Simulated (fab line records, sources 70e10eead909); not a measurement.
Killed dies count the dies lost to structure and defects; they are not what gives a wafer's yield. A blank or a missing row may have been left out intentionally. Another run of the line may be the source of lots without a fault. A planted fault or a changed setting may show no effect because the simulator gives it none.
The tool behind it: which one? -- flow nand_harc -- 13 lots with 39 wafers sampled at 5 steps, on a route of 1302 steps

WHAT THE GAUGES READ, wafer by wafer
NHARC_P_CONTACT_OVL_MEAS_13.
lot,measured,on,overlay_x_nm (nm),overlay_y_nm (nm)
L805,day 6 14:44,overlay-02,-2.1 -2.0 -1.8,-1.5 -1.3 -1.2
L806,day 7 02:06,overlay-01,0.7 0.8 0.2,0.0 0.0 0.3
L807,day 7 10:22,overlay-02,-1.3 -0.8 -0.2,0.1 -0.7 -0.5
L809,day 8 08:14,overlay-01,0.5 1.2 1.2,-0.6 -0.6 -0.2
L811,day 9 11:21,overlay-02,-0.5 -0.5 0.0,-0.3 -0.2 -0.3
L818,day 12 01:21,overlay-02,-1.0 -1.3 -1.2,-0.8 -0.9 -0.9
L817,day 12 03:38,overlay-02,-1.0 -0.8 -1.6,-0.3 0.1 0.2
L820,day 12 19:02,overlay-01,0.7 1.4 1.1,0.3 0.3 0.8
L821,day 13 13:10,overlay-01,-1.2 -1.2 -1.3,0.1 0.6 0.1
L822,day 13 17:21,overlay-01,-0.9 -0.5 -0.5,1.0 1.5 0.8
L823,day 14 05:11,overlay-02,0.2 0.6 0.2,0.3 -0.6 0.7
L824,day 14 13:17,overlay-02,-0.3 -0.2 0.1,1.2 1.1 0.6
L825,day 15 02:20,overlay-02,-0.3 -0.6 -0.4,1.6 1.6 1.8

NHARC_END_SORT_01.
lot,measured,on,killed_at_array,killed_at_other,killed_at_periphery,killed_dies,killed_open,killed_short
L805,day 25 17:06,prober-02,43 49 36,1 0 2,13 9 4,57 58 42,7 4 1,1 4 1
L809,day 27 04:52,prober-01,86 90 92,1 1 0,1 0 0,88 91 92,2 1 2,0 3 0
L818,day 30 08:23,prober-01,54,1,4,59,1,1

EACH LOT AND THE TOOL THAT RAN IT (in order: tool; ch and the chambers of the sampled wafers; start)
lot,NHARC_P_CONTACT_DEP_30,NHARC_P_CONTACT_ETCH_31,NHARC_P_CONTACT_CMP_24
L805,"pecvd-02 ch 1,2, day 6 13:07","rie_diel-08 ch 0,1,2, day 6 15:34","cmp-03 ch 0,2, day 6 17:30"
L806,"pecvd-01 ch 0,2, day 7 00:28","rie_diel-10 ch 0,1, day 7 02:56","cmp-01 ch 0,2,3, day 7 04:53"
L807,"pecvd-02 ch 0,1, day 7 08:45","rie_diel-08 ch 0,3, day 7 11:13","cmp-02 ch 0,1,3, day 7 13:11"
L809,"pecvd-02 ch 0,1, day 8 06:46","rie_diel-08 ch 1,2,3, day 8 09:05","cmp-01 ch 1,2, day 8 11:00"
L811,"pecvd-03 ch 0,1,2, day 9 09:53","rie_diel-08 ch 0,2, day 9 12:12","cmp-02 ch 0,3, day 9 14:15"
L818,"pecvd-02 ch 1,2, day 11 23:46","rie_diel-08 ch 0,1,3, day 12 02:13","cmp-03 ch 1,2,3, day 12 04:11"
L817,"pecvd-01 ch 1,2, day 12 02:13","rie_diel-10 ch 0,2, day 12 04:29","cmp-03 ch 1,3, day 12 06:27"
L820,"pecvd-01 ch 0,1, day 12 17:32","rie_diel-08 ch 0,1, day 12 19:53","cmp-03 ch 0,1, day 12 21:52"
L821,"pecvd-02 ch 0,1,2, day 13 11:38","rie_diel-10 ch 2,3, day 13 14:02","cmp-03 ch 0,2,3, day 13 16:07"
L822,"pecvd-02 ch 0,1, day 13 15:46","rie_diel-10 ch 1,2,3, day 13 18:12","cmp-02 ch 1,2,3, day 13 20:08"
L823,"pecvd-02 ch 0,2, day 14 03:34","rie_diel-10 ch 0,1,3, day 14 06:02","cmp-02 ch 0,1,3, day 14 08:00"
L824,"pecvd-02 ch 0,1,2, day 14 11:43","rie_diel-06 ch 0,2, day 14 14:08","cmp-02 ch 1,2, day 14 16:04"
L825,"pecvd-01 ch 0,1,2, day 15 00:55","rie_diel-10 ch 0,1,3, day 15 03:16","cmp-02 ch 0,1, day 15 05:16"
- NHARC_P_CONTACT_DEP_30: deposits SiNx, target thk 30 nm.
- NHARC_P_CONTACT_ETCH_31: etches the open film in CH3F/O2, target depth 30 nm, time 85.7 s.
- NHARC_P_CONTACT_CMP_24: polishes, t overpolish 30 s, target thk 200 nm.

AS READ BY THE TOOLS THEMSELVES (means over the sampled wafers that have a number; for cases with no such wafer, the mark the record gives instead)
NHARC_P_CONTACT_DEP_30.
lot,tool,heater_power_outer_w (W),heater_power_w (W)
L805,pecvd-02,398,680
L806,pecvd-01,410,672
L807,pecvd-02,402,696
L809,pecvd-02,418,705
L811,pecvd-03,355,631
L818,pecvd-02,383,664
L817,pecvd-01,408,685
L820,pecvd-01,409,691
L821,pecvd-02,338,599
L822,pecvd-02,357,597
L823,pecvd-02,328,561
L824,pecvd-02,330,578
L825,pecvd-01,432,722

NHARC_P_CONTACT_ETCH_31.
lot,tool,drypump_motor_current_A (A),oes_product_au (a.u.),rf_vpp_V (V),showerhead_plenum_p_Torr (Torr),throttle_valve_pct (%)
L805,rie_diel-08,5.8,0.983,244.4,2.51,20.667
L806,rie_diel-10,5.8,0.999,245.9,2.61,20.669
L807,rie_diel-08,5.8,0.985,245.2,2.58,20.669
L809,rie_diel-08,5.7,0.824,244.0,2.47,20.673
L811,rie_diel-08,5.7,0.835,243.7,2.41,20.656
L818,rie_diel-08,5.8,0.978,245.7,2.58,20.659
L817,rie_diel-10,6.0,0.988,244.8,2.50,20.661
L820,rie_diel-08,5.9,0.970,246.4,2.62,20.661
L821,rie_diel-10,5.5,0.966,244.7,2.48,20.659
L822,rie_diel-10,5.7,0.981,244.3,2.51,20.663
L823,rie_diel-10,5.6,0.989,246.4,2.57,20.665
L824,rie_diel-06,5.9,0.984,244.3,2.44,20.659
L825,rie_diel-10,5.6,0.982,245.7,2.57,20.665

NHARC_P_CONTACT_CMP_24.
lot,tool,motor_current_A (A),overpolish_run_s (s),time_to_endpoint_s (s)
L805,cmp-03,11.8,30.006,38.9
L806,cmp-01,11.8,30.003,40.2
L807,cmp-02,10.5,30.001,37.4
L809,cmp-01,12.5,30.008,38.3
L811,cmp-02,10.2,30.002,37.8
L818,cmp-03,11.7,30.001,41.2
L817,cmp-03,10.7,30.001,41.9
L820,cmp-03,10.7,29.996,41.3
L821,cmp-03,11.7,29.997,41.1
L822,cmp-02,11.0,30.004,43.9
L823,cmp-02,10.6,29.996,39.8
L824,cmp-02,11.7,30.014,41.9
L825,cmp-02,10.4,30.006,39.1

THE ANSWER, worked out from the rows above alone
Rule: what is usual is taken from the lots themselves. The widest of any qualifying gaps counts: lots, ordered by their means at a reading, are off when they make up no more than a third of the lots, leave a main group of 4 or more, and stand apart from it by 3 or more times the standard deviation of that group's means. A main group whose means are all the same, to the digits that the tables above print for the reading, isn't used. Also off: a lot with no number at a reading for which 4 or more lots have one. The other lots that the step has rows for count as sound. The gauges are gone through in route order, then the tools' own readings, and for those a lot's mean is taken as printed above. At the first step where some lot is off, the reading lying furthest off is the one used; lots without a number count as furthest.
Off: L809, L811 (NHARC_P_CONTACT_ETCH_31, oes_product_au). Main group: mean 0.982 a.u., sd 0.0086.
A tool fits if, at that step or a process step before it, it ran every lot that is off, and no sound lot after the first of them. No candidate that was tried fits.

WHAT WAS PUT IN BY THE SIMULATOR
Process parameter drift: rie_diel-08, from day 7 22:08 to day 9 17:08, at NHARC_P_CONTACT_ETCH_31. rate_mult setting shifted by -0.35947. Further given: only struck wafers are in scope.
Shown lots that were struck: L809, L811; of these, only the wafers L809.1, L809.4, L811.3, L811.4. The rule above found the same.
